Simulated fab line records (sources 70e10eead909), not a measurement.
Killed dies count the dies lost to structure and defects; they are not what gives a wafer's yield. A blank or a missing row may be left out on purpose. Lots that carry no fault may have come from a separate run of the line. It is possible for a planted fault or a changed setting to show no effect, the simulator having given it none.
Which tool was responsible? + flow nand-harc + 13 lots, 39 wafers sampled, at 4 steps of a route of 1302

WHAT EACH GAUGE READ, for each wafer
NHARC_END_SORT_01.
| lot  | measured     | on        | killed-at-array | killed-at-other | killed-at-periphery | killed-dies | killed-open | killed-short |
|------|--------------|-----------|-----------------|-----------------|---------------------|-------------|-------------|--------------|
| L636 | day 29 15:56 | prober-02 | 65 130 68       | 0 0 0           | 3 5 2               | 68 135 70   | 2 0 7       | 1 1 3        |

WHICH TOOL RAN EACH LOT (tool, then ch and the chambers of the sampled wafers, then the start)
| lot  | NHARC_A_CONTACT_STRIP_82           | NHARC_THIN_TSV_STRIP_45              | NHARC_THIN_TSV_DEGAS_49      |
|------|------------------------------------|--------------------------------------|------------------------------|
| L624 | rie-diel-10 ch 0,3, day 21 23:01   | plasma-asher-01 ch 0,1, day 23 14:11 | pvd-sputter-02, day 23 15:55 |
| L626 | rie-diel-10 ch 1,2, day 22 06:34   | plasma-asher-01 ch 1, day 23 21:18   | pvd-sputter-01, day 23 22:59 |
| L625 | rie-diel-03 ch 0,2, day 22 12:47   | plasma-asher-01 ch 0,1, day 24 12:52 | pvd-sputter-02, day 24 14:32 |
| L627 | rie-diel-10 ch 0,1,2, day 23 05:23 | plasma-asher-02 ch 0,1, day 24 20:07 | pvd-sputter-02, day 24 21:51 |
| L633 | rie-diel-13 ch 0,2,3, day 25 21:25 | plasma-asher-01 ch 0,1, day 27 14:47 | pvd-sputter-03, day 27 16:30 |
| L636 | rie-diel-13 ch 2,3, day 27 08:23   | plasma-asher-01 ch 0,1, day 28 23:35 | pvd-sputter-01, day 29 01:11 |
| L640 | rie-diel-10 ch 0,2,3, day 28 21:43 | plasma-asher-02 ch 0,1, day 30 17:16 | pvd-sputter-02, day 30 18:53 |
| L642 | rie-diel-10 ch 1,3, day 29 14:29   | plasma-asher-01 ch 0,1, day 31 05:05 | pvd-sputter-03, day 31 06:48 |
| L643 | rie-diel-10 ch 2,3, day 30 03:11   | plasma-asher-01 ch 0,1, day 31 20:07 | pvd-sputter-01, day 31 21:49 |
| L644 | rie-diel-10 ch 0,1, day 31 06:22   | plasma-asher-02 ch 0,1, day 32 22:59 | pvd-sputter-03, day 33 00:47 |
| L646 | rie-diel-10 ch 0,2, day 31 09:43   | plasma-asher-02 ch 0,1, day 33 03:10 | pvd-sputter-03, day 33 05:02 |
| L647 | rie-diel-10 ch 2,3, day 31 11:56   | plasma-asher-01 ch 0,1, day 33 04:41 | pvd-sputter-01, day 33 06:19 |
| L645 | rie-diel-10 ch 2,3, day 31 14:53   | plasma-asher-02 ch 0,1, day 33 05:41 | pvd-sputter-03, day 33 07:17 |
- NHARC_A_CONTACT_STRIP_82: strips in O2.
- NHARC_THIN_TSV_STRIP_45: strips in O2.
- NHARC_THIN_TSV_DEGAS_49: time 120 s.

AS READ BY THE TOOLS THEMSELVES (means over the sampled wafers that have a number; for cases with no such wafer, the mark the record gives instead)
NHARC_A_CONTACT_STRIP_82.
| lot  | tool        | drypump-motor-current-A (A) | oes-product-au (a.u.) | rf-vpp-V (V) | showerhead-plenum-p-Torr (Torr) | throttle-valve-pct (%) |
|------|-------------|-----------------------------|-----------------------|--------------|---------------------------------|------------------------|
| L624 | rie-diel-10 | 5.7                         | 0.999                 | 58.4         | 3.53                            | 17.032                 |
| L626 | rie-diel-10 | 6.0                         | 1.007                 | 58.2         | 3.69                            | 17.038                 |
| L625 | rie-diel-03 | 5.9                         | 0.991                 | 57.6         | 3.34                            | 17.038                 |
| L627 | rie-diel-10 | 5.9                         | 0.990                 | 57.9         | 3.62                            | 17.035                 |
| L633 | rie-diel-13 | 5.9                         | 1.002                 | 57.6         | 3.50                            | 17.037                 |
| L636 | rie-diel-13 | 6.3                         | 0.993                 | 56.9         | 3.37                            | 17.034                 |
| L640 | rie-diel-10 | 5.9                         | 1.004                 | 57.2         | 3.58                            | 17.046                 |
| L642 | rie-diel-10 | 6.6                         | 0.998                 | 58.5         | 3.51                            | 17.031                 |
| L643 | rie-diel-10 | 6.3                         | 1.001                 | 58.0         | 3.55                            | 17.034                 |
| L644 | rie-diel-10 | 6.1                         | 0.985                 | 58.2         | 3.57                            | 17.044                 |
| L646 | rie-diel-10 | 5.5                         | 1.001                 | 58.0         | 3.60                            | 17.032                 |
| L647 | rie-diel-10 | 6.0                         | 1.003                 | 58.0         | 3.63                            | 17.034                 |
| L645 | rie-diel-10 | 6.3                         | 0.998                 | 57.8         | 3.55                            | 17.040                 |

NHARC_THIN_TSV_STRIP_45.
| lot  | tool            | drypump-motor-current-A (A) | heater-power-w (W) |
|------|-----------------|-----------------------------|--------------------|
| L624 | plasma-asher-01 | 6.2                         | 372                |
| L626 | plasma-asher-01 | 5.9                         | 421                |
| L625 | plasma-asher-01 | 6.2                         | 368                |
| L627 | plasma-asher-02 | 5.4                         | 283                |
| L633 | plasma-asher-01 | 6.2                         | 373                |
| L636 | plasma-asher-01 | 6.1                         | 393                |
| L640 | plasma-asher-02 | 5.5                         | 281                |
| L642 | plasma-asher-01 | 6.1                         | 400                |
| L643 | plasma-asher-01 | 6.2                         | 369                |
| L644 | plasma-asher-02 | 5.4                         | 302                |
| L646 | plasma-asher-02 | 5.4                         | 287                |
| L647 | plasma-asher-01 | 6.2                         | 375                |
| L645 | plasma-asher-02 | 5.4                         | 302                |

NHARC_THIN_TSV_DEGAS_49.
| lot  | tool           | heater-power-w (W) |
|------|----------------|--------------------|
| L624 | pvd-sputter-02 | 454                |
| L626 | pvd-sputter-01 | 459                |
| L625 | pvd-sputter-02 | 461                |
| L627 | pvd-sputter-02 | 422                |
| L633 | pvd-sputter-03 | 454                |
| L636 | pvd-sputter-01 | 500                |
| L640 | pvd-sputter-02 | 487                |
| L642 | pvd-sputter-03 | 442                |
| L643 | pvd-sputter-01 | 474                |
| L644 | pvd-sputter-03 | 430                |
| L646 | pvd-sputter-03 | 452                |
| L647 | pvd-sputter-01 | 508                |
| L645 | pvd-sputter-03 | 433                |

THE ANSWER, worked out from the rows above alone
Rule: the lots themselves supply what counts as usual. The widest of any qualifying gaps counts: lots, ordered by their means at a reading, are off when they make up no more than a third of the lots, leave a main group of 4 or more, and stand apart from it by 3 or more times the standard deviation of that group's means. The tables above print the reading to a certain number of digits; a main group whose means all agree to those digits is not used. Also off: a lot with no number at a reading for which 4 or more lots have one. Any other lot the step has rows for is counted as sound. After the gauges, taken in route order, come the tools' own readings; for these a lot's mean is taken, as printed above. At the first step where some lot is off, the reading lying furthest off is the one used; lots without a number count as furthest.
Across all readings shown, no lot is off: no conclusion can be drawn from this.

WHAT THE SIMULATOR HAD INSERTED
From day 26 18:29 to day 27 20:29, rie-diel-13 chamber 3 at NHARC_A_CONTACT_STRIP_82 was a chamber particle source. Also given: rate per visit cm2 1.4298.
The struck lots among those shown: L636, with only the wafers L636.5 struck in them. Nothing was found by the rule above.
